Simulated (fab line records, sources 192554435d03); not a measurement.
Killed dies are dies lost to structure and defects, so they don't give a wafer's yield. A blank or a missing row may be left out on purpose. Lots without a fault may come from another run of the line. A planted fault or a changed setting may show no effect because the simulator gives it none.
Chamber matching | flow n5_finfet | N5_BEOL_M3_ETCH_77 on rie_diel-04: 4 sister chambers
The step etches underlayer in N2/H2, target depth 6.5 nm, time 5.2 s. 4 wafers are shown with their chamber, then 6 later ones without.

WAFERS WITH THEIR CHAMBER
wafer  | chamber | showerhead_plenum_p_Torr (Torr)
L168.1 | 2       | 2.61
L172.3 | 1       | 2.61
L173.6 | 0       | 2.41
L177.3 | 3       | 2.33

WAFERS WITHOUT THEIR CHAMBER
wafer  | showerhead_plenum_p_Torr (Torr)
L177.4 | 2.41
L177.5 | 2.60
L179.2 | 2.60
L179.3 | 2.33
L181.3 | 2.33
L181.4 | 2.33

WHICH CHAMBER EACH WENT THROUGH
wafer  | from the rows above     | in truth
L177.4 | 0                       | 0
L177.5 | can't be placed: 1 or 2 | 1
L179.2 | can't be placed: 1 or 2 | 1
L179.3 | 3                       | 3
L181.3 | 3                       | 3
L181.4 | 3                       | 3
Placed correctly: 4 of 6. Can't be placed from these rows: 2 (the true chamber is among the candidates in 2). Placed wrongly: 0.
How it was worked out, from the rows above alone: a wafer's distance from a chamber is the root of the sum, over the readings, of the square of ((its reading less the chamber's mean) divided by the reading's scatter). The wafer belongs to the nearest chamber; if the next one is less than 2 further off, it can't be placed. A chamber's mean is the mean of its shown wafers. The scatter: with one shown wafer a chamber, the root of the mean of the squares of how far each hidden wafer lies from its nearest shown one.
